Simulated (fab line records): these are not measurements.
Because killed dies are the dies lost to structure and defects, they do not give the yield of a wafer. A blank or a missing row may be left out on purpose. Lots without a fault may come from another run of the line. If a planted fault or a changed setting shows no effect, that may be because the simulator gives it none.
Which tool is to blame? / flow n5_finfet / Sampling: 12 lots, 36 wafers, 4 of 1938 route steps

== WHAT EACH GAUGE READ, for each wafer ==
N5_BEOL_M2_INSPECT_59: inspects for defects (darkfield).
lot=L075; measured=day 7 12:41; on=defect_inspect-01; raw_defect_count=47 43 42
lot=L077; measured=day 8 09:41; on=defect_inspect-02; raw_defect_count=75 99 89
lot=L079; measured=day 8 13:46; on=defect_inspect-02; raw_defect_count=64 63 52
lot=L081; measured=day 9 00:12; on=defect_inspect-02; raw_defect_count=56 44 45
lot=L083; measured=day 10 19:17; on=defect_inspect-01; raw_defect_count=79 76 90
lot=L085; measured=day 11 03:57; on=defect_inspect-01; raw_defect_count=79 57 120
lot=L087; measured=day 11 09:22; on=defect_inspect-01; raw_defect_count=90 81 85
lot=L090; measured=day 11 17:11; on=defect_inspect-02; raw_defect_count=57 87 46
lot=L092; measured=day 12 04:17; on=defect_inspect-02; raw_defect_count=96 97 77
lot=L093; measured=day 12 13:30; on=defect_inspect-01; raw_defect_count=52 69 73
lot=L096; measured=day 12 16:59; on=defect_inspect-01; raw_defect_count=51 43 71
lot=L097; measured=day 13 00:58; on=defect_inspect-01; raw_defect_count=125 106 144

== WHICH TOOL RAN EACH LOT (tool, then ch and the chambers of the sampled wafers, then the start) ==
lot=L075; N5_BEOL_M2_ANNEAL_89=pvd_sputter-01, day 7 10:49; N5_BEOL_M2_SPUTTER_92=pvd_sputter-01, day 7 11:10; N5_BEOL_M2_ANNEAL_95=pvd_sputter-01, day 7 11:28
lot=L077; N5_BEOL_M2_ANNEAL_89=pvd_sputter-03, day 8 07:32; N5_BEOL_M2_SPUTTER_92=pvd_sputter-03, day 8 07:53; N5_BEOL_M2_ANNEAL_95=pvd_sputter-03, day 8 08:11
lot=L079; N5_BEOL_M2_ANNEAL_89=pvd_sputter-02, day 8 11:53; N5_BEOL_M2_SPUTTER_92=pvd_sputter-02, day 8 12:14; N5_BEOL_M2_ANNEAL_95=pvd_sputter-02, day 8 12:32
lot=L081; N5_BEOL_M2_ANNEAL_89=pvd_sputter-02, day 8 22:17; N5_BEOL_M2_SPUTTER_92=pvd_sputter-02, day 8 22:38; N5_BEOL_M2_ANNEAL_95=pvd_sputter-02, day 8 22:56
lot=L083; N5_BEOL_M2_ANNEAL_89=pvd_sputter-01, day 10 17:25; N5_BEOL_M2_SPUTTER_92=pvd_sputter-01, day 10 17:46; N5_BEOL_M2_ANNEAL_95=pvd_sputter-01, day 10 18:04
lot=L085; N5_BEOL_M2_ANNEAL_89=pvd_sputter-03, day 11 02:05; N5_BEOL_M2_SPUTTER_92=pvd_sputter-03, day 11 02:26; N5_BEOL_M2_ANNEAL_95=pvd_sputter-03, day 11 02:44
lot=L087; N5_BEOL_M2_ANNEAL_89=pvd_sputter-01, day 11 07:27; N5_BEOL_M2_SPUTTER_92=pvd_sputter-01, day 11 07:49; N5_BEOL_M2_ANNEAL_95=pvd_sputter-01, day 11 08:07
lot=L090; N5_BEOL_M2_ANNEAL_89=pvd_sputter-01, day 11 15:18; N5_BEOL_M2_SPUTTER_92=pvd_sputter-01, day 11 15:40; N5_BEOL_M2_ANNEAL_95=pvd_sputter-01, day 11 15:58
lot=L092; N5_BEOL_M2_ANNEAL_89=pvd_sputter-03, day 12 02:25; N5_BEOL_M2_SPUTTER_92=pvd_sputter-03, day 12 02:46; N5_BEOL_M2_ANNEAL_95=pvd_sputter-03, day 12 03:04
lot=L093; N5_BEOL_M2_ANNEAL_89=pvd_sputter-03, day 12 11:29; N5_BEOL_M2_SPUTTER_92=pvd_sputter-03, day 12 11:51; N5_BEOL_M2_ANNEAL_95=pvd_sputter-03, day 12 12:09
lot=L096; N5_BEOL_M2_ANNEAL_89=pvd_sputter-02, day 12 15:07; N5_BEOL_M2_SPUTTER_92=pvd_sputter-02, day 12 15:29; N5_BEOL_M2_ANNEAL_95=pvd_sputter-02, day 12 15:47
lot=L097; N5_BEOL_M2_ANNEAL_89=pvd_sputter-01, day 12 23:06; N5_BEOL_M2_SPUTTER_92=pvd_sputter-01, day 12 23:28; N5_BEOL_M2_ANNEAL_95=pvd_sputter-01, day 12 23:46
- N5_BEOL_M2_ANNEAL_89: time 240 s.
- N5_BEOL_M2_SPUTTER_92: material Cu, target thk 4.5 nm, time 8.29 s.
- N5_BEOL_M2_ANNEAL_95: time 240 s.

== THE ANSWER, worked out from the rows above alone ==
Rule: the lots themselves supply what counts as usual. Put in order of their means at a reading, lots are off if they are a third of the lots or fewer, leave a main group of 4 or more, and stand apart from it by a gap of 3 or more times the standard deviation of the main group's means; of several such gaps the widest counts. A main group whose means are all the same, to the digits that the tables above print for the reading, isn't used. A lot without any number at a reading at which 4 lots or more have one is off too. All remaining lots with rows at the step are treated as sound.
No lot is off on any of the readings shown, so nothing can be concluded from this.

== WHAT THE SIMULATOR HAD PUT IN ==
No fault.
